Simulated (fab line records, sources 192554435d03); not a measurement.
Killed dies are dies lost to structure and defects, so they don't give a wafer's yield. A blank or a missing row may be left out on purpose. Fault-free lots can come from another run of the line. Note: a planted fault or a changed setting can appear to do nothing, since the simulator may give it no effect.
fab line records :: flow n5_finfet
record
  lots=11
  wafers=33
  last_day=20
route steps=1938 shown BEOL_M15@1804
lots that met no fault: taken from a fault-free run of the same line
start_h: hours from the record's first day to the start of the lot's first wafer shown :: wait_h: hours from the lot's prior step to this one :: " repeats the value in the row above :: L1.1+2: several wafers, shown together as one row :: - either no value or no given start :: * or withheld: withheld :: < > ~ a bound
route shown NAME@n: a module of which the file shows steps, and the number in the route of the first :: usual: mean/standard deviation of fault-free wafers :: same: alike in all rows :: chamber/n: place in a boat :: sites: each site's reading :: _std_site: standard deviation of those values :: _edge_site: outer sites' mean less inner sites' :: radius_mm: for every site, how far away it sits from the centre of the wafer :: mask NAME#n: copy n :: behind: the tool/chamber that last shaped the wafer :: hold: why the lot was held/for how many hours/how that ended :: device: transistor that didn't switch, given as n, p or np :: end of line: at the end of the route, the tests of the same wafers :: for a step that has no rows: nothing shown but its recipe :: killed: dies that structure and defects cost at the first sort, which is not the same as the wafer's yield :: map: shows each die of a wafer: x if killed, . if not, _ if none is there
set.NAME: the setting as run; set.NAME@STEP: as run at that earlier step :: model.NAME: the simulator's own value behind a step, which no gauge read
a sample of lots followed through the steps of the route, with each step as a table and each wafer as a row
services: the hour from which a tool's chamber was out of use, counted from the record's first day as start_h (under 0 if before that day), plus the number of hours and why
## steps
# step N5_BEOL_M15_CD_MEAS_28
# recipe
  target_cd_nm=407.6
  landing_energy_ev=500
  detector=se_inlens
# usual
  cd_nm=407.6/1.8
lot.wafer: L388.2
tool: cd_sem-02
chamber: 0
start_h: 276.71
wait_h: -
cd_nm: 407.1

lot.wafer: L388.4
tool: cd_sem-02
chamber: 0
start_h: 276.71
wait_h: -
cd_nm: 406.6

lot.wafer: L388.6
tool: cd_sem-02
chamber: 0
start_h: 276.71
wait_h: -
cd_nm: 407.5

lot.wafer: L390.3
tool: cd_sem-03
chamber: 0
start_h: 276.75
wait_h: -
cd_nm: 409.2

lot.wafer: L390.4
tool: cd_sem-03
chamber: 0
start_h: 276.75
wait_h: -
cd_nm: 406.0

lot.wafer: L390.5
tool: cd_sem-03
chamber: 0
start_h: 276.75
wait_h: -
cd_nm: 408.9

lot.wafer: L389.2
tool: cd_sem-02
chamber: 0
start_h: 277.79
wait_h: -
cd_nm: 410.0

lot.wafer: L389.4
tool: cd_sem-02
chamber: 0
start_h: 277.79
wait_h: -
cd_nm: 408.1

lot.wafer: L389.5
tool: cd_sem-02
chamber: 0
start_h: 277.79
wait_h: -
cd_nm: 405.7

lot.wafer: L396.3
tool: cd_sem-02
chamber: 0
start_h: 339.76
wait_h: -
cd_nm: 410.1

lot.wafer: L396.5
tool: cd_sem-02
chamber: 0
start_h: 339.76
wait_h: -
cd_nm: 409.6

lot.wafer: L396.6
tool: cd_sem-02
chamber: 0
start_h: 339.76
wait_h: -
cd_nm: 407.5

lot.wafer: L399.3
tool: cd_sem-02
chamber: 0
start_h: 378.98
wait_h: -
cd_nm: 408.8

lot.wafer: L399.4
tool: cd_sem-02
chamber: 0
start_h: 378.98
wait_h: -
cd_nm: 407.9

lot.wafer: L399.6
tool: cd_sem-02
chamber: 0
start_h: 378.98
wait_h: -
cd_nm: 410.5

lot.wafer: L400.2
tool: cd_sem-01
chamber: 0
start_h: 386.85
wait_h: -
cd_nm: 408.2

lot.wafer: L400.3
tool: cd_sem-01
chamber: 0
start_h: 386.85
wait_h: -
cd_nm: 408.6

lot.wafer: L400.5
tool: cd_sem-01
chamber: 0
start_h: 386.85
wait_h: -
cd_nm: 407.9

lot.wafer: L403.2
tool: cd_sem-02
chamber: 0
start_h: 394.82
wait_h: -
cd_nm: 407.5

lot.wafer: L403.3
tool: cd_sem-02
chamber: 0
start_h: 394.82
wait_h: -
cd_nm: 407.2

lot.wafer: L403.5
tool: cd_sem-02
chamber: 0
start_h: 394.82
wait_h: -
cd_nm: 406.6

lot.wafer: L408.1
tool: cd_sem-02
chamber: 0
start_h: 408.34
wait_h: -
cd_nm: 405.8

lot.wafer: L408.2
tool: cd_sem-02
chamber: 0
start_h: 408.34
wait_h: -
cd_nm: 408.8

lot.wafer: L408.6
tool: cd_sem-02
chamber: 0
start_h: 408.34
wait_h: -
cd_nm: 406.8

lot.wafer: L405.2
tool: cd_sem-01
chamber: 0
start_h: 408.62
wait_h: -
cd_nm: 405.8

lot.wafer: L405.4
tool: cd_sem-01
chamber: 0
start_h: 408.62
wait_h: -
cd_nm: 405.4

lot.wafer: L405.6
tool: cd_sem-01
chamber: 0
start_h: 408.62
wait_h: -
cd_nm: 409.0

lot.wafer: L410.1
tool: cd_sem-02
chamber: 0
start_h: 431.34
wait_h: -
cd_nm: 407.8

lot.wafer: L410.2
tool: cd_sem-02
chamber: 0
start_h: 431.34
wait_h: -
cd_nm: 405.3

lot.wafer: L410.4
tool: cd_sem-02
chamber: 0
start_h: 431.34
wait_h: -
cd_nm: 404.9

lot.wafer: L411.1
tool: cd_sem-02
chamber: 0
start_h: 452.80
wait_h: -
cd_nm: 406.5

lot.wafer: L411.2
tool: cd_sem-02
chamber: 0
start_h: 452.80
wait_h: -
cd_nm: 408.5

lot.wafer: L411.4
tool: cd_sem-02
chamber: 0
start_h: 452.80
wait_h: -
cd_nm: 405.2
# step N5_BEOL_M15_ETCH_38
# recipe
  chemistry=CF4/N2
  target=SiCN
  target_depth_a=1064
  taper_deg=2
  time_s=120.5
  ion_energy_ev=150
  mask_material=SiO2
  pressure_mtorr=40
  source_w=430
  bias_w=70
  Ar_flow_sccm=100
  cf4_flow_sccm=60
  n2_flow_sccm=60
# usual
  drypump_motor_current_A=5.6/0.44
  oes_product_au=0.83/0.096
  rf_vpp_V=382.9/1.9
  showerhead_plenum_p_Torr=2.23/0.077
  throttle_valve_pct=15.25/0.25
lot.wafer: L388.2
tool: rie_diel-05
chamber: 0
start_h: -
wait_h: -
drypump_motor_current_A: 5.6
oes_product_au: 0.92
rf_hours_counter_h: 26
rf_vpp_V: 381.0
showerhead_plenum_p_Torr: 2.15
throttle_valve_pct: 15.28

lot.wafer: L388.4
tool: rie_diel-05
chamber: 0
start_h: -
wait_h: -
drypump_motor_current_A: 5.5
oes_product_au: 0.92
rf_hours_counter_h: -
rf_vpp_V: 380.7
showerhead_plenum_p_Torr: 2.15
throttle_valve_pct: 15.29

lot.wafer: L388.6
tool: rie_diel-05
chamber: 2
start_h: -
wait_h: -
drypump_motor_current_A: 5.6
oes_product_au: 0.95
rf_hours_counter_h: -
rf_vpp_V: 385.9
showerhead_plenum_p_Torr: 2.35
throttle_valve_pct: 15.14

lot.wafer: L389.2
tool: rie_diel-02
chamber: 1
start_h: -
wait_h: -
drypump_motor_current_A: 6.4
oes_product_au: 0.73
rf_hours_counter_h: 158
rf_vpp_V: 380.9
showerhead_plenum_p_Torr: 2.12
throttle_valve_pct: 15.65

lot.wafer: L389.4
tool: rie_diel-02
chamber: 2
start_h: -
wait_h: -
drypump_motor_current_A: 5.6
oes_product_au: 0.70
rf_hours_counter_h: -
rf_vpp_V: 383.9
showerhead_plenum_p_Torr: 2.26
throttle_valve_pct: 15.32

lot.wafer: L389.5
tool: rie_diel-02
chamber: 3
start_h: -
wait_h: -
drypump_motor_current_A: 6.0
oes_product_au: 0.70
rf_hours_counter_h: -
rf_vpp_V: 379.8
showerhead_plenum_p_Torr: 2.10
throttle_valve_pct: 15.61

lot.wafer: L390.3
tool: rie_diel-05
chamber: 1
start_h: -
wait_h: -
drypump_motor_current_A: 5.5
oes_product_au: 0.83
rf_hours_counter_h: 86
rf_vpp_V: 385.7
showerhead_plenum_p_Torr: 2.32
throttle_valve_pct: 15.25

lot.wafer: L390.4
tool: rie_diel-05
chamber: 2
start_h: -
wait_h: -
drypump_motor_current_A: 5.6
oes_product_au: 0.97
rf_hours_counter_h: -
rf_vpp_V: 385.5
showerhead_plenum_p_Torr: 2.35
throttle_valve_pct: 15.15

lot.wafer: L390.5
tool: rie_diel-05
chamber: 1
start_h: -
wait_h: -
drypump_motor_current_A: 5.5
oes_product_au: 0.84
rf_hours_counter_h: -
rf_vpp_V: 384.6
showerhead_plenum_p_Torr: 2.32
throttle_valve_pct: 15.27

lot.wafer: L396.3
tool: rie_diel-02
chamber: 3
start_h: -
wait_h: -
drypump_motor_current_A: 6.0
oes_product_au: 0.69
rf_hours_counter_h: 241
rf_vpp_V: 379.1
showerhead_plenum_p_Torr: 2.10
throttle_valve_pct: 15.64

lot.wafer: L396.5
tool: rie_diel-02
chamber: 2
start_h: -
wait_h: -
drypump_motor_current_A: 5.6
oes_product_au: 0.68
rf_hours_counter_h: -
rf_vpp_V: 383.8
showerhead_plenum_p_Torr: 2.25
throttle_valve_pct: 15.36

lot.wafer: L396.6
tool: rie_diel-02
chamber: 1
start_h: -
wait_h: -
drypump_motor_current_A: 6.4
oes_product_au: 0.72
rf_hours_counter_h: -
rf_vpp_V: 380.2
showerhead_plenum_p_Torr: 2.12
throttle_valve_pct: 15.67

lot.wafer: L399.3
tool: rie_diel-05
chamber: 0
start_h: -
wait_h: -
drypump_motor_current_A: 5.6
oes_product_au: 0.86
rf_hours_counter_h: 48
rf_vpp_V: 383.1
showerhead_plenum_p_Torr: 2.15
throttle_valve_pct: 15.33

lot.wafer: L399.4
tool: rie_diel-05
chamber: 3
start_h: -
wait_h: -
drypump_motor_current_A: 4.9
oes_product_au: 0.90
rf_hours_counter_h: 20
rf_vpp_V: 384.6
showerhead_plenum_p_Torr: 2.24
throttle_valve_pct: 15.07

lot.wafer: L399.6
tool: rie_diel-05
chamber: 3
start_h: -
wait_h: -
drypump_motor_current_A: 4.9
oes_product_au: 0.91
rf_hours_counter_h: -
rf_vpp_V: 383.7
showerhead_plenum_p_Torr: 2.24
throttle_valve_pct: 15.06

lot.wafer: L400.2
tool: rie_diel-02
chamber: 0
start_h: -
wait_h: -
drypump_motor_current_A: 5.0
oes_product_au: 0.93
rf_hours_counter_h: 26
rf_vpp_V: 384.0
showerhead_plenum_p_Torr: 2.25
throttle_valve_pct: 14.84

lot.wafer: L400.3
tool: rie_diel-02
chamber: 2
start_h: -
wait_h: -
drypump_motor_current_A: 5.6
oes_product_au: 0.67
rf_hours_counter_h: 256
rf_vpp_V: 384.8
showerhead_plenum_p_Torr: 2.24
throttle_valve_pct: 15.42

lot.wafer: L400.5
tool: rie_diel-02
chamber: 2
start_h: -
wait_h: -
drypump_motor_current_A: 5.6
oes_product_au: 0.66
rf_hours_counter_h: -
rf_vpp_V: 383.2
showerhead_plenum_p_Torr: 2.24
throttle_valve_pct: 15.42

lot.wafer: L403.2
tool: rie_diel-02
chamber: 1
start_h: -
wait_h: -
drypump_motor_current_A: 6.4
oes_product_au: 0.70
rf_hours_counter_h: 199
rf_vpp_V: 379.4
showerhead_plenum_p_Torr: 2.11
throttle_valve_pct: 15.72

lot.wafer: L403.3
tool: rie_diel-02
chamber: 2
start_h: -
wait_h: -
drypump_motor_current_A: 5.6
oes_product_au: 0.66
rf_hours_counter_h: 262
rf_vpp_V: 383.3
showerhead_plenum_p_Torr: 2.24
throttle_valve_pct: 15.41

lot.wafer: L403.5
tool: rie_diel-02
chamber: 2
start_h: -
wait_h: -
drypump_motor_current_A: 5.6
oes_product_au: 0.67
rf_hours_counter_h: -
rf_vpp_V: 382.8
showerhead_plenum_p_Torr: 2.24
throttle_valve_pct: 15.40

lot.wafer: L408.1
tool: rie_diel-03
chamber: 3
start_h: -
wait_h: -
drypump_motor_current_A: 5.2
oes_product_au: 0.75
rf_hours_counter_h: 126
rf_vpp_V: 383.1
showerhead_plenum_p_Torr: 2.22
throttle_valve_pct: 15.37

lot.wafer: L408.2
tool: rie_diel-03
chamber: 1
start_h: -
wait_h: -
drypump_motor_current_A: 6.4
oes_product_au: 0.83
rf_hours_counter_h: 65
rf_vpp_V: 381.8
showerhead_plenum_p_Torr: 2.14
throttle_valve_pct: 15.01

lot.wafer: L408.6
tool: rie_diel-03
chamber: 2
start_h: -
wait_h: -
drypump_motor_current_A: 5.6
oes_product_au: 0.86
rf_hours_counter_h: -
rf_vpp_V: 384.0
showerhead_plenum_p_Torr: 2.23
throttle_valve_pct: 15.04

lot.wafer: L405.2
tool: rie_diel-05
chamber: 1
start_h: -
wait_h: -
drypump_motor_current_A: 5.4
oes_product_au: 0.80
rf_hours_counter_h: 118
rf_vpp_V: 385.0
showerhead_plenum_p_Torr: 2.31
throttle_valve_pct: 15.33

lot.wafer: L405.4
tool: rie_diel-05
chamber: 3
start_h: -
wait_h: -
drypump_motor_current_A: 4.9
oes_product_au: 0.89
rf_hours_counter_h: 27
rf_vpp_V: 382.4
showerhead_plenum_p_Torr: 2.24
throttle_valve_pct: 15.08

lot.wafer: L405.6
tool: rie_diel-05
chamber: 0
start_h: -
wait_h: -
drypump_motor_current_A: 5.5
oes_product_au: 0.85
rf_hours_counter_h: -
rf_vpp_V: 380.3
showerhead_plenum_p_Torr: 2.14
throttle_valve_pct: 15.37

lot.wafer: L410.1
tool: rie_diel-05
chamber: 2
start_h: -
wait_h: -
drypump_motor_current_A: 5.6
oes_product_au: 0.87
rf_hours_counter_h: 54
rf_vpp_V: 385.2
showerhead_plenum_p_Torr: 2.33
throttle_valve_pct: 15.24

lot.wafer: L410.2
tool: rie_diel-05
chamber: 0
start_h: -
wait_h: -
drypump_motor_current_A: 5.5
oes_product_au: 0.85
rf_hours_counter_h: 65
rf_vpp_V: 380.5
showerhead_plenum_p_Torr: 2.14
throttle_valve_pct: 15.38

lot.wafer: L410.4
tool: rie_diel-05
chamber: 1
start_h: -
wait_h: -
drypump_motor_current_A: 5.4
oes_product_au: 0.79
rf_hours_counter_h: 126
rf_vpp_V: 384.4
showerhead_plenum_p_Torr: 2.31
throttle_valve_pct: 15.32

lot.wafer: L411.1
tool: rie_diel-02
chamber: 1
start_h: -
wait_h: -
drypump_motor_current_A: 6.4
oes_product_au: 0.69
rf_hours_counter_h: 218
rf_vpp_V: 381.0
showerhead_plenum_p_Torr: 2.10
throttle_valve_pct: 15.75

lot.wafer: L411.2
tool: rie_diel-02
chamber: 3
start_h: -
wait_h: -
drypump_motor_current_A: 6.0
oes_product_au: 0.90
rf_hours_counter_h: 18
rf_vpp_V: 385.2
showerhead_plenum_p_Torr: 2.35
throttle_valve_pct: 15.21

lot.wafer: L411.4
tool: rie_diel-02
chamber: 0
start_h: -
wait_h: -
drypump_motor_current_A: 5.0
oes_product_au: 0.88
rf_hours_counter_h: 53
rf_vpp_V: 382.7
showerhead_plenum_p_Torr: 2.24
throttle_valve_pct: 14.91
# step N5_BEOL_M15_SPUTTER_43
# recipe
  material=TaN
  target_thk_a=150
  temp_c=50
  bias_v=168.6
  power_w=15000
  chamber_pressure_pa=0.12
  time_s=24.19
# usual
  cathode_dc_power_W=15000/3
  throttle_valve_pct=29.8/0.77
lot.wafer: L388.2
tool: pvd_sputter-03
chamber: -
start_h: 279.70
wait_h: 0.0
cathode_dc_power_W: 15001
throttle_valve_pct: 30.5

lot.wafer: L388.4
tool: pvd_sputter-03
chamber: -
start_h: 279.70
wait_h: 0.0
cathode_dc_power_W: 15000
throttle_valve_pct: 29.3

lot.wafer: L388.6
tool: pvd_sputter-03
chamber: -
start_h: 279.70
wait_h: 0.0
cathode_dc_power_W: 15003
throttle_valve_pct: 29.9

lot.wafer: L389.2
tool: pvd_sputter-01
chamber: -
start_h: 280.39
wait_h: 0.0
cathode_dc_power_W: 15000
throttle_valve_pct: 29.9

lot.wafer: L389.4
tool: pvd_sputter-01
chamber: -
start_h: 280.39
wait_h: 0.0
cathode_dc_power_W: 15002
throttle_valve_pct: 30.4

lot.wafer: L389.5
tool: pvd_sputter-01
chamber: -
start_h: 280.39
wait_h: 0.0
cathode_dc_power_W: 14996
throttle_valve_pct: 30.0

lot.wafer: L390.3
tool: pvd_sputter-03
chamber: -
start_h: 282.28
wait_h: 0.0
cathode_dc_power_W: 15004
throttle_valve_pct: 29.2

lot.wafer: L390.4
tool: pvd_sputter-03
chamber: -
start_h: 282.28
wait_h: 0.0
cathode_dc_power_W: 15003
throttle_valve_pct: 30.9

lot.wafer: L390.5
tool: pvd_sputter-03
chamber: -
start_h: 282.28
wait_h: 0.0
cathode_dc_power_W: 15004
throttle_valve_pct: 30.2

lot.wafer: L396.3
tool: pvd_sputter-01
chamber: -
start_h: 343.22
wait_h: 0.0
cathode_dc_power_W: 14994
throttle_valve_pct: 28.5

lot.wafer: L396.5
tool: pvd_sputter-01
chamber: -
start_h: 343.22
wait_h: 0.0
cathode_dc_power_W: 15000
throttle_valve_pct: 28.2

lot.wafer: L396.6
tool: pvd_sputter-01
chamber: -
start_h: 343.22
wait_h: 0.0
cathode_dc_power_W: 15002
throttle_valve_pct: 31.3

lot.wafer: L399.3
tool: pvd_sputter-03
chamber: -
start_h: 382.78
wait_h: 0.0
cathode_dc_power_W: 16613
throttle_valve_pct: 29.8

lot.wafer: L399.4
tool: pvd_sputter-03
chamber: -
start_h: 382.78
wait_h: 0.0
cathode_dc_power_W: 16612
throttle_valve_pct: 29.0

lot.wafer: L399.6
tool: pvd_sputter-03
chamber: -
start_h: 382.78
wait_h: 0.0
cathode_dc_power_W: 16617
throttle_valve_pct: 29.2

lot.wafer: L400.2
tool: pvd_sputter-03
chamber: -
start_h: 388.84
wait_h: 0.0
cathode_dc_power_W: 16615
throttle_valve_pct: 29.3

lot.wafer: L400.3
tool: pvd_sputter-03
chamber: -
start_h: 388.84
wait_h: 0.0
cathode_dc_power_W: 16617
throttle_valve_pct: 29.0

lot.wafer: L400.5
tool: pvd_sputter-03
chamber: -
start_h: 388.84
wait_h: 0.0
cathode_dc_power_W: 16611
throttle_valve_pct: 30.6

lot.wafer: L403.2
tool: pvd_sputter-01
chamber: -
start_h: 398.21
wait_h: 0.0
cathode_dc_power_W: 14997
throttle_valve_pct: 28.2

lot.wafer: L403.3
tool: pvd_sputter-01
chamber: -
start_h: 398.21
wait_h: 0.0
cathode_dc_power_W: 14995
throttle_valve_pct: 29.8

lot.wafer: L403.5
tool: pvd_sputter-01
chamber: -
start_h: 398.21
wait_h: 0.0
cathode_dc_power_W: 14998
throttle_valve_pct: 29.8

lot.wafer: L408.1
tool: pvd_sputter-01
chamber: -
start_h: 410.15
wait_h: 0.0
cathode_dc_power_W: 14998
throttle_valve_pct: 28.3

lot.wafer: L408.2
tool: pvd_sputter-01
chamber: -
start_h: 410.15
wait_h: 0.0
cathode_dc_power_W: 15005
throttle_valve_pct: 29.7

lot.wafer: L408.6
tool: pvd_sputter-01
chamber: -
start_h: 410.15
wait_h: 0.0
cathode_dc_power_W: 14998
throttle_valve_pct: 30.3

lot.wafer: L405.2
tool: pvd_sputter-01
chamber: -
start_h: 413.05
wait_h: 0.0
cathode_dc_power_W: 15003
throttle_valve_pct: 28.3

lot.wafer: L405.4
tool: pvd_sputter-01
chamber: -
start_h: 413.05
wait_h: 0.0
cathode_dc_power_W: 15000
throttle_valve_pct: 29.9

lot.wafer: L405.6
tool: pvd_sputter-01
chamber: -
start_h: 413.05
wait_h: 0.0
cathode_dc_power_W: 15004
throttle_valve_pct: 28.4

lot.wafer: L410.1
tool: pvd_sputter-01
chamber: -
start_h: 435.92
wait_h: 0.0
cathode_dc_power_W: 14998
throttle_valve_pct: 29.9

lot.wafer: L410.2
tool: pvd_sputter-01
chamber: -
start_h: 435.92
wait_h: 0.0
cathode_dc_power_W: 15001
throttle_valve_pct: 31.3

lot.wafer: L410.4
tool: pvd_sputter-01
chamber: -
start_h: 435.92
wait_h: 0.0
cathode_dc_power_W: 15007
throttle_valve_pct: 28.0

lot.wafer: L411.1
tool: pvd_sputter-01
chamber: -
start_h: 458.75
wait_h: 0.0
cathode_dc_power_W: 15002
throttle_valve_pct: 30.2

lot.wafer: L411.2
tool: pvd_sputter-01
chamber: -
start_h: 458.75
wait_h: 0.0
cathode_dc_power_W: 15007
throttle_valve_pct: 30.2

lot.wafer: L411.4
tool: pvd_sputter-01
chamber: -
start_h: 458.75
wait_h: 0.0
cathode_dc_power_W: 15001
throttle_valve_pct: 28.4
# step N5_BEOL_M15_SPUTTER_45
# recipe
  material=Cu
  target_thk_a=1000
  temp_c=-20
  bias_v=60
  power_w=26000
  chamber_pressure_pa=0.13
  time_s=16.67
# usual
  cathode_dc_power_W=26000/4.9
  throttle_valve_pct=29.8/0.78
lot.wafer: L388.2
tool: pvd_sputter-03
chamber: -
start_h: 280.28
wait_h: 0.0
cathode_dc_power_W: 26004
throttle_valve_pct: 30.5

lot.wafer: L388.4
tool: pvd_sputter-03
chamber: -
start_h: 280.28
wait_h: 0.0
cathode_dc_power_W: 26002
throttle_valve_pct: 29.2

lot.wafer: L388.6
tool: pvd_sputter-03
chamber: -
start_h: 280.28
wait_h: 0.0
cathode_dc_power_W: 25995
throttle_valve_pct: 29.8

lot.wafer: L389.2
tool: pvd_sputter-01
chamber: -
start_h: 280.55
wait_h: 0.0
cathode_dc_power_W: 26002
throttle_valve_pct: 30.0

lot.wafer: L389.4
tool: pvd_sputter-01
chamber: -
start_h: 280.55
wait_h: 0.0
cathode_dc_power_W: 26003
throttle_valve_pct: 30.4

lot.wafer: L389.5
tool: pvd_sputter-01
chamber: -
start_h: 280.55
wait_h: 0.0
cathode_dc_power_W: 26002
throttle_valve_pct: 30.1

lot.wafer: L390.3
tool: pvd_sputter-03
chamber: -
start_h: 282.44
wait_h: 0.0
cathode_dc_power_W: 26003
throttle_valve_pct: 29.3

lot.wafer: L390.4
tool: pvd_sputter-03
chamber: -
start_h: 282.44
wait_h: 0.0
cathode_dc_power_W: 26000
throttle_valve_pct: 30.6

lot.wafer: L390.5
tool: pvd_sputter-03
chamber: -
start_h: 282.44
wait_h: 0.0
cathode_dc_power_W: 25998
throttle_valve_pct: 30.5

lot.wafer: L396.3
tool: pvd_sputter-01
chamber: -
start_h: 343.38
wait_h: 0.0
cathode_dc_power_W: 25997
throttle_valve_pct: 28.1

lot.wafer: L396.5
tool: pvd_sputter-01
chamber: -
start_h: 343.38
wait_h: 0.0
cathode_dc_power_W: 25997
throttle_valve_pct: 28.4

lot.wafer: L396.6
tool: pvd_sputter-01
chamber: -
start_h: 343.38
wait_h: 0.0
cathode_dc_power_W: 26007
throttle_valve_pct: 31.3

lot.wafer: L399.3
tool: pvd_sputter-03
chamber: -
start_h: 382.94
wait_h: 0.0
cathode_dc_power_W: 25996
throttle_valve_pct: 29.6

lot.wafer: L399.4
tool: pvd_sputter-03
chamber: -
start_h: 382.94
wait_h: 0.0
cathode_dc_power_W: 25994
throttle_valve_pct: 29.2

lot.wafer: L399.6
tool: pvd_sputter-03
chamber: -
start_h: 382.94
wait_h: 0.0
cathode_dc_power_W: 25996
throttle_valve_pct: 29.2

lot.wafer: L400.2
tool: pvd_sputter-03
chamber: -
start_h: 389.00
wait_h: 0.0
cathode_dc_power_W: 25995
throttle_valve_pct: 29.4

lot.wafer: L400.3
tool: pvd_sputter-03
chamber: -
start_h: 389.00
wait_h: 0.0
cathode_dc_power_W: 25994
throttle_valve_pct: 29.2

lot.wafer: L400.5
tool: pvd_sputter-03
chamber: -
start_h: 389.00
wait_h: 0.0
cathode_dc_power_W: 25998
throttle_valve_pct: 30.5

lot.wafer: L403.2
tool: pvd_sputter-01
chamber: -
start_h: 398.37
wait_h: 0.0
cathode_dc_power_W: 26000
throttle_valve_pct: 28.5

lot.wafer: L403.3
tool: pvd_sputter-01
chamber: -
start_h: 398.37
wait_h: 0.0
cathode_dc_power_W: 26004
throttle_valve_pct: 29.9

lot.wafer: L403.5
tool: pvd_sputter-01
chamber: -
start_h: 398.37
wait_h: 0.0
cathode_dc_power_W: 25998
throttle_valve_pct: 30.1

lot.wafer: L408.1
tool: pvd_sputter-01
chamber: -
start_h: 410.31
wait_h: 0.0
cathode_dc_power_W: 25996
throttle_valve_pct: 28.2

lot.wafer: L408.2
tool: pvd_sputter-01
chamber: -
start_h: 410.31
wait_h: 0.0
cathode_dc_power_W: 25995
throttle_valve_pct: 30.0

lot.wafer: L408.6
tool: pvd_sputter-01
chamber: -
start_h: 410.31
wait_h: 0.0
cathode_dc_power_W: 25994
throttle_valve_pct: 29.9

lot.wafer: L405.2
tool: pvd_sputter-01
chamber: -
start_h: 413.21
wait_h: 0.0
cathode_dc_power_W: 25997
throttle_valve_pct: 28.2

lot.wafer: L405.4
tool: pvd_sputter-01
chamber: -
start_h: 413.21
wait_h: 0.0
cathode_dc_power_W: 25999
throttle_valve_pct: 29.9

lot.wafer: L405.6
tool: pvd_sputter-01
chamber: -
start_h: 413.21
wait_h: 0.0
cathode_dc_power_W: 25998
throttle_valve_pct: 28.3

lot.wafer: L410.1
tool: pvd_sputter-01
chamber: -
start_h: 436.08
wait_h: 0.0
cathode_dc_power_W: 26001
throttle_valve_pct: 29.7

lot.wafer: L410.2
tool: pvd_sputter-01
chamber: -
start_h: 436.08
wait_h: 0.0
cathode_dc_power_W: 25993
throttle_valve_pct: 31.1

lot.wafer: L410.4
tool: pvd_sputter-01
chamber: -
start_h: 436.08
wait_h: 0.0
cathode_dc_power_W: 25994
throttle_valve_pct: 28.4

lot.wafer: L411.1
tool: pvd_sputter-01
chamber: -
start_h: 458.91
wait_h: 0.0
cathode_dc_power_W: 26008
throttle_valve_pct: 29.9

lot.wafer: L411.2
tool: pvd_sputter-01
chamber: -
start_h: 458.91
wait_h: 0.0
cathode_dc_power_W: 25999
throttle_valve_pct: 29.8

lot.wafer: L411.4
tool: pvd_sputter-01
chamber: -
start_h: 458.91
wait_h: 0.0
cathode_dc_power_W: 26002
throttle_valve_pct: 28.0
## services
tool: rie_diel-05
chamber: 3
start_h: 269.26
hours: -
kind: clean

tool: rie_diel-05
chamber: 3
start_h: 269.26
hours: -
kind: consumable_replace:focus_ring

tool: rie_diel-05
chamber: 3
start_h: 269.26
hours: 18.0
kind: scheduled_down

tool: rie_diel-05
chamber: 3
start_h: 269.26
hours: 18.0
kind: vent_cycle

tool: rie_diel-05
chamber: 1
start_h: 270.40
hours: 3.0
kind: repair

tool: rie_diel-02
chamber: 0
start_h: 274.42
hours: 7.1
kind: repair

tool: rie_diel-05
chamber: 1
start_h: 330.57
hours: 3.3
kind: repair

tool: rie_diel-03
chamber: 2
start_h: 333.39
hours: 19.1
kind: repair

tool: rie_diel-05
chamber: -
start_h: 333.75
hours: 0.4
kind: repair

tool: pvd_sputter-01
chamber: -
start_h: 344.74
hours: 1.6
kind: repair

tool: rie_diel-02
chamber: 0
start_h: 350.54
hours: 31.6
kind: repair

tool: pvd_sputter-03
chamber: -
start_h: 378.22
hours: 3.7
kind: repair

tool: rie_diel-05
chamber: -
start_h: 385.81
hours: 4.3
kind: pm

tool: rie_diel-03
chamber: -
start_h: 388.37
hours: 4.3
kind: pm

tool: rie_diel-05
chamber: 3
start_h: 390.15
hours: 6.0
kind: repair

tool: rie_diel-05
chamber: 0
start_h: 416.65
hours: 2.6
kind: repair

tool: rie_diel-03
chamber: 3
start_h: 418.14
hours: 1.4
kind: repair

tool: pvd_sputter-03
chamber: -
start_h: 421.46
hours: 2.4
kind: repair

tool: pvd_sputter-01
chamber: -
start_h: 425.15
hours: 1.2
kind: repair

tool: rie_diel-02
chamber: -
start_h: 427.79
hours: 2.8
kind: pm

tool: rie_diel-02
chamber: 1
start_h: 430.95
hours: 4.9
kind: repair

tool: rie_diel-02
chamber: 3
start_h: 438.89
hours: 3.2
kind: repair

tool: rie_diel-02
chamber: 2
start_h: 440.26
hours: 5.5
kind: repair

tool: rie_diel-05
chamber: -
start_h: 452.19
hours: 0.5
kind: repair
## key
first_sign
  step=N5_BEOL_M15_SPUTTER_43
  reading=cathode_dc_power_W
  direction=up
  sigmas=99+
  usual=*
  struck=*
effect none on later readings
met_at N5_BEOL_M15_SPUTTER_43
struck_lots L399,L400
not_acting_at N5_BEOL_M15_CD_MEAS_28,N5_BEOL_M15_ETCH_38,N5_BEOL_M15_SPUTTER_45
onset_between 282.28 382.78
fault
  kind=process_parameter_drift
  tool=pvd_sputter-03
  chamber=-
  onset_h=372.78
  steps=N5_BEOL_M15_SPUTTER_43
  channel=power_w
  offset=*
  shape=step
  end_h=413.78
  acts_in=*
  stated=*
